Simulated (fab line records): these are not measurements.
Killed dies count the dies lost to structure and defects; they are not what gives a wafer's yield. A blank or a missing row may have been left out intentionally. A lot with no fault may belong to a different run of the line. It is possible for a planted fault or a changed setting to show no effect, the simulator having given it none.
A lot that was struck, set against a sound lot | flow n5_finfet | 15 out of 1938 route steps
Sound: wafers L902.2, L902.3, L902.6. Struck: wafer L912.5 (L912.2, L912.6, from the same lot, were not struck and are left out); the cause is given at the end.
Order at every step that has rows: each side's tool, ch and its chambers, its first start. Under that, the readings that differ: sound wafers | struck wafers | difference of the means | sigmas: that difference in standard deviations of wafers without a fault.
alike: a reading whose means differ by less than 2 such deviations, as well as words and numbers matching on both sides. not compared: withheld readings; readings where some wafer has no value; bounds like >300 that might hide an equal value; numbers whose values overlap and for which the record gives no deviation.
The two part at a step that has a row with sigmas, a row that says differs or no value, or rows on one side only. Non-overlapping numbers with no deviation appear without sigmas and do not part them. A reading missing from all wafers of one side parts the sides only when that side holds two or more wafers.

first, 2 steps without rows for these wafers: N5_BEOL_M2_DESCUM_33 (chemistry O2, time 7 s); N5_BEOL_M2_ETCH_77 (etches underlayer in N2/H2, target depth 6.5 nm, time 5.2 s).
N5_BEOL_M2_ETCH_69: etches SiARC in CF4, target depth 15.6 nm, time 26 s.
  sound on rie_diel-01 ch 2,3, day 7 16:43; struck on rie_diel-01 ch 1, day 9 16:20
  reading                | sound             | struck | difference | sigmas
  oes_product_au (a.u.)  | 0.64 0.62 0.62    | 0.80   | +0.17      | +3
  throttle_valve_pct (%) | 15.73 16.06 16.07 | 15.44  | -0.51      | -2
  alike: drypump_motor_current_A, etch_rf_on_time_s, rf_vpp_V, showerhead_plenum_p_Torr
  not compared: rf_hours_counter_h
N5_BEOL_M2_ALD_98: deposits SiO2, target thk 2.5 nm, pulse time 1 s, co reactant pulse time 1 s.
  sound on ald_sin-03 ch 0,1,3, day 7 17:27; struck on ald_sin-03 ch 0, day 9 16:47
  alike: heater_power_outer_w, heater_power_w, precursor_pulse_height_rel
then, 1 step without rows for these wafers: N5_BEOL_M2_ETCHBACK_99 (etches SiO2 in CHF3, target depth 5 nm, time 10.4 s).
N5_BEOL_M2_ETCH_70: etches SOC in N2/H2, target depth 80 nm, overetch 24 nm, time 130 s.
  sound on rie_diel-05 ch 0,1,2, day 7 21:06; struck on rie_diel-01 ch 0, day 9 18:17
  reading      | sound             | struck | difference | sigmas
  rf_vpp_V (V) | 528.8 526.0 523.6 | 521.6  | -4.5       | -2
  alike: drypump_motor_current_A, oes_product_au, showerhead_plenum_p_Torr, throttle_valve_pct
  not compared: rf_hours_counter_h
then, 4 steps without rows for these wafers: N5_BEOL_M2_STRIP_71 (strips in N2/H2); N5_BEOL_M2_STRIP_78 (strips in N2/H2); N5_BEOL_M2_VIA_ETCH_34 (etches the open film in C4F6/O2, target depth 69.4 nm, time 65.9 s); N5_BEOL_M2_STRIP_83 (strips in C4F6/O2).
N5_BEOL_M2_STRIP_36: strips in N2/H2.
  sound on rie_diel-05 ch 0,1,2, day 7 21:16; struck on rie_diel-01 ch 0, day 9 18:26
  alike: drypump_motor_current_A, oes_product_au, rf_vpp_V, showerhead_plenum_p_Torr, throttle_valve_pct
  not compared: rf_hours_counter_h
then, 1 step without rows for these wafers: N5_BEOL_M2_TRENCH_ETCH_37 (etches SiOC in C4F6/O2, target depth 55.555 nm, time 29.2 s).
N5_BEOL_M2_ETCH_41: etches SiCN in CH3F/O2, target depth 29.9 nm, time 52.5 s.
  sound on rie_diel-05 ch 0,1,2, day 7 21:20; struck on rie_diel-01 ch 0, day 9 18:31
  reading                  | sound             | struck | difference | sigmas
  model.etch.depth_nm (nm) | 19.93 19.76 19.61 | 16.49  | -3.28      |
  alike: drypump_motor_current_A, oes_product_au, rf_vpp_V, showerhead_plenum_p_Torr, throttle_valve_pct
  not compared: rf_hours_counter_h
N5_BEOL_M2_STRIP_97: strips in N2/H2, time 10 s.
  sound on rie_diel-05 ch 0,1,2; struck on rie_diel-01 ch 0
  alike: drypump_motor_current_A, oes_product_au, rf_vpp_V, showerhead_plenum_p_Torr, throttle_valve_pct
  not compared: rf_hours_counter_h
N5_BEOL_M4_RC_MEAS_101:
  sound on prober-01 ch 0, day 9 00:07; struck on prober-02 ch 0, day 11 00:51
  reading        | sound          | struck | difference | sigmas
  DIBL_P (mV/V)  | 40.7 38.9 39.6 | 34.1   | -5.6       | -3
  IOFF_P (nA/um) | 0.31 0.29 0.29 | 0.19   | -0.11      | -3
  VT_P (mV)      | -242 -242 -242 | -251   | -9         | -2
  alike: DIBL_N, IOFF_N, ION_N, ION_P, SS_N, SS_P, VT_N

## WHERE THEY PART
Last at N5_BEOL_M4_RC_MEAS_101 as far as this record goes, first at N5_BEOL_M2_ETCH_69.

WHY: what had been put in by the simulator
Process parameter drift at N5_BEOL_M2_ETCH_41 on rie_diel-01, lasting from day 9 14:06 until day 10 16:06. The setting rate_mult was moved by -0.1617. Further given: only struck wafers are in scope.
